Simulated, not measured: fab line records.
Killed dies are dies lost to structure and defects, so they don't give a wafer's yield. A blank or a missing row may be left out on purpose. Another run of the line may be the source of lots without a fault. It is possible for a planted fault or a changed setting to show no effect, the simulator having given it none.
Which tool did it? | flow nand_harc | 12 lots with 36 wafers sampled at 6 steps, on a route of 1159 steps

WHAT THE GAUGES READ, wafer by wafer
NHARC_P_M0_CD_MEAS_09: target cd 90 nm.
lot  | measured     | on        | cd_nm (nm)
L236 | day 5 22:19  | cd_sem-03 | 91.3 90.8 92.0
L237 | day 6 10:04  | cd_sem-03 | 90.4 91.5 91.4
L239 | day 6 19:56  | cd_sem-02 | 89.7 90.7 90.1
L240 | day 6 21:47  | cd_sem-01 | 90.7 90.4 90.7
L243 | day 7 03:34  | cd_sem-01 | 89.3 90.2 90.1
L245 | day 8 05:08  | cd_sem-02 | 120.5 119.5 119.4
L246 | day 8 06:16  | cd_sem-03 | 90.4 91.0 90.4
L249 | day 9 04:31  | cd_sem-03 | 90.7 90.1 90.3
L252 | day 9 14:49  | cd_sem-01 | 89.7 91.2 89.9
L255 | day 10 11:50 | cd_sem-03 | 89.3 90.2 90.3
L258 | day 11 05:13 | cd_sem-01 | 89.7 90.3 91.1
L259 | day 11 17:23 | cd_sem-01 | 90.0 89.4 89.9

NHARC_P_M0_OVL_MEAS_10: pitch 180 nm.
lot  | measured     | on         | overlay_x_nm (nm) | overlay_y_nm (nm)
L236 | day 5 22:24  | overlay-02 | 0.2 0.3 0.1       | -0.3 -0.3 -0.3
L237 | day 6 10:09  | overlay-02 | -0.5 -0.3 -0.2    | -0.1 -0.2 0.5
L239 | day 6 20:02  | overlay-01 | 0.6 0.0 0.2       | 0.1 0.3 0.3
L240 | day 6 21:52  | overlay-02 | -0.6 -0.5 -0.8    | 0.2 0.6 1.1
L243 | day 7 03:39  | overlay-02 | 0.0 0.0 -0.3      | 0.9 0.5 1.0
L245 | day 8 05:13  | overlay-01 | 1.9 2.0 1.2       | -1.3 -1.5 -1.4
L246 | day 8 06:21  | overlay-01 | -1.6 -1.3 -1.7    | 0.0 -0.1 -0.4
L249 | day 9 04:36  | overlay-01 | 1.4 1.5 1.5       | -0.4 -0.6 -0.1
L252 | day 9 14:55  | overlay-02 | -0.9 0.4 -0.4     | 0.4 0.8 0.2
L255 | day 10 11:55 | overlay-01 | -0.3 0.3 -0.4     | 0.2 0.6 -0.1
L258 | day 11 05:19 | overlay-01 | -0.3 -0.3 -0.7    | -0.5 -0.1 -0.8
L259 | day 11 17:28 | overlay-01 | 1.0 1.0 0.8       | 1.7 1.4 1.3

NHARC_P_M0_INSPECT_11.
lot  | measured     | on                | raw_defect_count
L236 | day 5 22:26  | defect_inspect-01 | 2 6 3
L237 | day 6 10:11  | defect_inspect-01 | 6 4 1
L239 | day 6 20:05  | defect_inspect-01 | 5 5 3
L240 | day 6 21:53  | defect_inspect-02 | 9 7 6
L243 | day 7 03:41  | defect_inspect-02 | 1 3 1
L245 | day 8 05:15  | defect_inspect-01 | 2 6 4
L246 | day 8 06:23  | defect_inspect-01 | 8 4 9
L249 | day 9 04:38  | defect_inspect-02 | 7 8 7
L252 | day 9 14:56  | defect_inspect-01 | 5 5 2
L255 | day 10 11:58 | defect_inspect-01 | 2 5 2
L258 | day 11 05:21 | defect_inspect-02 | 9 4 5
L259 | day 11 17:30 | defect_inspect-01 | 3 2 2

NHARC_END_SORT_01.
lot  | measured     | on        | defect_limited_yield (%) | killed_at_array | killed_at_other | killed_at_periphery | killed_dies | killed_open | killed_short | sort_bin_2_pct (%) | sort_bin_3_pct (%) | sort_bin_4_pct (%) | sort_n_pass | sort_rim_yield_pct (%) | sort_yield_pct (%)
L237 | day 20 17:59 | prober-02 | 96.8 95.4 96.0           | 16 25 24        | 0 0 0           | 6 6 3               | 22 31 27    | 4 6 3       | 2 3 2        | 0.6 1.0 1.2        | 0.30 0.30 0.30     | 2.4 3.2 2.5        | 655 646 650 | 98.1 92.5 95.3         | 96.8 95.4 96.0
L239 | day 20 16:45 | prober-01 | 97.2 96.2 97.2           | 15 23 14        | 0 0 1           | 4 3 4               | 19 26 19    | 2 3 2       | 3 1 3        | 1.2 1.3 0.9        | 0 0.15 0           | 1.6 2.4 1.9        | 658 651 658 | 98.1 93.4 99.1         | 97.2 96.2 97.2
L243 | day 21 06:40 | prober-02 | 96.2 95.6 96.3           | 22 26 23        | 2 1 1           | 2 3 1               | 26 30 25    | 4 6 2       | 2 2 4        | 1.3 1.0 1.2        | 0.30 0.15 0.30     | 2.2 3.2 2.2        | 651 647 652 | 94.3 93.4 97.2         | 96.2 95.6 96.3
L245 | day 22 13:51 | prober-02 | 91.7 94.7 92.6           | 25 20 32        | 0 0 1           | 31 16 17            | 56 36 50    | 1 4 6       | 1 1 0        | 2.1 1.2 2.7        | 3.55 1.62 1.62     | 2.7 2.5 3.1        | 621 641 627 | 97.2 92.5 95.3         | 91.7 94.7 92.6
L249 | day 22 11:24 | prober-01 | 96.9 94.7 95.7           | 17 31 24        | 0 0 1           | 4 5 4               | 21 36 29    | 3 0 4       | 1 2 2        | 0.7 1.8 1.3        | 0 0.44 0           | 2.4 3.1 3.0        | 656 641 648 | 97.2 96.2 90.6         | 96.9 94.7 95.7
L252 | day 23 11:35 | prober-02 | 93.9 94.8 95.3           | 38 33 29        | 0 0 1           | 3 2 2               | 41 35 32    | 9 4 2       | 2 2 4        | 2.2 1.5 1.2        | 0.30 0.44 0.44     | 3.5 3.2 3.1        | 636 642 645 | 91.5 96.2 96.2         | 93.9 94.8 95.3
L255 | day 24 09:18 | prober-01 | 97.3 97.9 97.6           | 16 13 14        | 0 0 0           | 2 1 2               | 18 14 16    | 2 1 1       | 3 4 1        | 0.6 0.6 0.7        | 0.30 0.15 0.15     | 1.8 1.3 1.5        | 659 663 661 | 98.1 96.2 97.2         | 97.3 97.9 97.6
L258 | day 24 10:56 | prober-02 | 95.0 94.4 95.9           | 31 34 22        | 0 3 0           | 3 1 6               | 34 38 28    | 4 3 6       | 0 5 4        | 1.5 1.6 1.0        | 0.15 0.15 0.59     | 3.4 3.8 2.5        | 643 639 649 | 96.2 90.6 93.4         | 95.0 94.4 95.9

EACH LOT AND THE TOOL THAT RAN IT (in order: tool; ch and the chambers of the sampled wafers; start)
lot  | NHARC_P_CONTACT_CMP_24        | NHARC_P_M0_PEB_07
L236 | cmp-01 ch 0,1, day 5 21:09    | litho_track-01 ch 0, day 5 22:14
L237 | cmp-02 ch 2,3, day 6 08:46    | litho_track-01 ch 0, day 6 09:59
L239 | cmp-03 ch 0,2,3, day 6 18:38  | litho_track-04 ch 0, day 6 19:52
L240 | cmp-02 ch 1,2,3, day 6 20:32  | litho_track-01 ch 0, day 6 21:41
L243 | cmp-01 ch 0,1,2, day 7 02:22  | litho_track-06 ch 0, day 7 03:29
L245 | cmp-02 ch 0,3, day 8 03:56    | litho_track-06 ch 0, day 8 05:02
L246 | cmp-01 ch 1,2,3, day 8 04:58  | litho_track-04 ch 0, day 8 06:11
L249 | cmp-03 ch 1,2,3, day 9 03:17  | litho_track-01 ch 0, day 9 04:26
L252 | cmp-03 ch 0,1, day 9 13:18    | litho_track-01 ch 0, day 9 14:44
L255 | cmp-03 ch 0,1,2, day 10 10:40 | litho_track-01 ch 0, day 10 11:45
L258 | cmp-03 ch 0,1,3, day 11 03:57 | litho_track-01 ch 0, day 11 05:08
L259 | cmp-01 ch 1,2,3, day 11 16:04 | litho_track-01 ch 0, day 11 17:18
- NHARC_P_CONTACT_CMP_24: polishes, t overpolish 30 s, target thk 200 nm.
- NHARC_P_M0_PEB_07: peb time 65 s.

AS READ BY THE TOOLS THEMSELVES (means over the sampled wafers that have a number; for cases with no such wafer, the mark the record gives instead)
NHARC_P_CONTACT_CMP_24.
lot  | tool   | motor_current_A (A) | overpolish_run_s (s) | slurry_flow_ml_min | time_to_endpoint_s (s)
L236 | cmp-01 | 12.6                | 30.002               | 150.3              | 35.5
L237 | cmp-02 | 11.5                | 30.000               | 149.8              | 40.4
L239 | cmp-03 | 11.8                | 30.001               | 150.3              | 41.6
L240 | cmp-02 | 11.7                | 29.984               | 149.8              | 37.2
L243 | cmp-01 | 13.0                | 29.995               | 149.8              | 35.1
L245 | cmp-02 | 12.6                | 30.003               | 149.8              | 40.0
L246 | cmp-01 | 12.0                | 29.984               | 149.6              | 41.2
L249 | cmp-03 | 12.8                | 30.003               | 149.9              | 43.1
L252 | cmp-03 | 13.9                | 29.996               | 149.7              | 41.4
L255 | cmp-03 | 13.7                | 29.998               | 150.3              | 41.0
L258 | cmp-03 | 12.3                | 30.001               | 150.0              | 38.1
L259 | cmp-01 | 11.7                | 29.999               | 150.4              | 39.4

NHARC_P_M0_PEB_07.
lot  | tool           | heater_power_total_W (W) | plate_temp_C (C)
L236 | litho_track-01 | 156.5                    | 99.90
L237 | litho_track-01 | 156.8                    | 99.91
L239 | litho_track-04 | 156.7                    | 99.98
L240 | litho_track-01 | 156.7                    | 100.04
L243 | litho_track-06 | 156.6                    | 100.11
L245 | litho_track-06 | 186.5                    | 113.76
L246 | litho_track-04 | 156.4                    | 99.90
L249 | litho_track-01 | 156.3                    | 99.88
L252 | litho_track-01 | 156.7                    | 99.98
L255 | litho_track-01 | 156.5                    | 100.10
L258 | litho_track-01 | 156.7                    | 100.08
L259 | litho_track-01 | 156.5                    | 99.97

THE ANSWER, worked out from the rows above alone
Rule: the usual values come from the lots themselves. Put in order of their means at a reading, lots are off if they are a third of the lots or fewer, leave a main group of 4 or more, and stand apart from it by a gap of 3 or more times the standard deviation of the main group's means; of several such gaps the widest counts. Not used: any main group whose means are identical at the precision the tables above print for the reading. Also off: a lot with no number at a reading for which 4 or more lots have one. Any other lot the step has rows for is counted as sound. Order of review: gauges by route order, followed by the tools' own readings, for which a lot's mean as printed above is used. The first step at which some lot is off is used, and at that step the reading that is off furthest; a lot without a number counts as furthest.
Off, at NHARC_P_M0_CD_MEAS_09 on cd_nm: L245. The main group: mean 90.4 nm, standard deviation 0.48.
If a tool, at a process step before that reading, ran all the lots that are off and no sound lot after the first of them, it fits. The gauges at NHARC_P_M0_CD_MEAS_09 aren't tried: what is off there is off at NHARC_END_SORT_01 too, on other tools, and a gauge's error can't cause that. Undecided on this evidence; 2 tools fit (cmp-02 at NHARC_P_CONTACT_CMP_24, litho_track-06 at NHARC_P_M0_PEB_07).

WHAT THE SIMULATOR HAD PUT IN
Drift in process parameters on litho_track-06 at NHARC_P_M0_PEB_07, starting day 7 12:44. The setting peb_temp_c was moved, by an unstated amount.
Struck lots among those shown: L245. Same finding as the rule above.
